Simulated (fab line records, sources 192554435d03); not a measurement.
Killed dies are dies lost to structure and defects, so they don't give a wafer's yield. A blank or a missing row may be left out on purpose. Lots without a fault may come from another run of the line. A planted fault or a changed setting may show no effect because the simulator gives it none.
Which tool did it? | flow n5_finfet | 11 lots, 33 wafers sampled, at 3 steps of a route of 1938

WHAT THE GAUGES READ, wafer by wafer
N5_MIM_BOT_LITHO_CD_MEAS_08: target cd 3000 nm.
lot  | measured     | on        | cd_nm (nm)
L879 | day 13 09:59 | cd_sem-03 | 2998.5 2999.1 3001.9
L881 | day 14 01:51 | cd_sem-02 | 2999.8 2997.8 2997.3
L882 | day 14 16:58 | cd_sem-02 | 3000.7 2999.0 2999.2
L880 | day 14 19:26 | cd_sem-02 | 3000.8 2998.9 3001.6
L884 | day 15 07:57 | cd_sem-01 | 3001.9 2999.3 3001.8
L885 | day 15 18:03 | cd_sem-01 | 2998.8 2998.4 3001.5
L888 | day 16 12:04 | cd_sem-01 | 3007.9 3005.4 3007.8
L892 | day 17 00:05 | cd_sem-02 | 3008.5 3007.6 3008.7
L900 | day 19 10:04 | cd_sem-02 | 2999.7 3001.5 2999.5
L901 | day 19 18:49 | cd_sem-02 | 2998.8 2997.9 2998.2
L902 | day 19 18:52 | cd_sem-01 | 2997.8 2997.8 2998.2

WHICH TOOL RAN EACH LOT (tool, then ch and the chambers of the sampled wafers, then the start)
lot  | N5_MIM_TOP_DEGAS_04          | N5_MIM_BOT_LITHO_DEVELOP_07
L879 | pvd_sputter-02, day 13 08:25 | litho_track-01 ch 0, day 13 09:52
L881 | pvd_sputter-02, day 14 00:29 | litho_track-05 ch 0, day 14 01:44
L882 | pvd_sputter-03, day 14 15:40 | litho_track-01 ch 0, day 14 16:50
L880 | pvd_sputter-01, day 14 18:00 | litho_track-05 ch 0, day 14 19:19
L884 | pvd_sputter-03, day 15 06:47 | litho_track-01 ch 0, day 15 07:50
L885 | pvd_sputter-01, day 15 16:30 | litho_track-05 ch 0, day 15 17:56
L888 | pvd_sputter-01, day 16 10:44 | litho_track-05 ch 0, day 16 11:57
L892 | pvd_sputter-01, day 16 22:41 | litho_track-05 ch 0, day 16 23:59
L900 | pvd_sputter-03, day 19 08:26 | litho_track-01 ch 0, day 19 09:56
L901 | pvd_sputter-03, day 19 17:20 | litho_track-02 ch 0, day 19 18:42
L902 | pvd_sputter-03, day 19 17:27 | litho_track-02 ch 0, day 19 18:44
- N5_MIM_TOP_DEGAS_04: time 60 s.
- N5_MIM_BOT_LITHO_DEVELOP_07: develop time 60 s.

THE ANSWER, worked out from the rows above alone
Rule: what is usual is taken from the lots themselves. Put in order of their means at a reading, lots are off if they are a third of the lots or fewer, leave a main group of 4 or more, and stand apart from it by a gap of 3 or more times the standard deviation of the main group's means; of several such gaps the widest counts. A main group whose means are all the same, to the digits that the tables above print for the reading, isn't used. A lot without any number at a reading at which 4 lots or more have one is off too. The other lots that the step has rows for count as sound.
Off: L888, L892, at N5_MIM_BOT_LITHO_CD_MEAS_08 (cd_nm). The main group: mean 2999.5 nm, standard deviation 1.
A tool fits if, at a process step before that reading, it ran every lot that is off, and no sound lot after the first of them. The gauges at N5_MIM_BOT_LITHO_CD_MEAS_08 are tried like those tools. Can't be told from this: 2 tools fit, pvd_sputter-01 at N5_MIM_TOP_DEGAS_04, litho_track-05 at N5_MIM_BOT_LITHO_DEVELOP_07.

WHAT THE SIMULATOR HAD PUT IN
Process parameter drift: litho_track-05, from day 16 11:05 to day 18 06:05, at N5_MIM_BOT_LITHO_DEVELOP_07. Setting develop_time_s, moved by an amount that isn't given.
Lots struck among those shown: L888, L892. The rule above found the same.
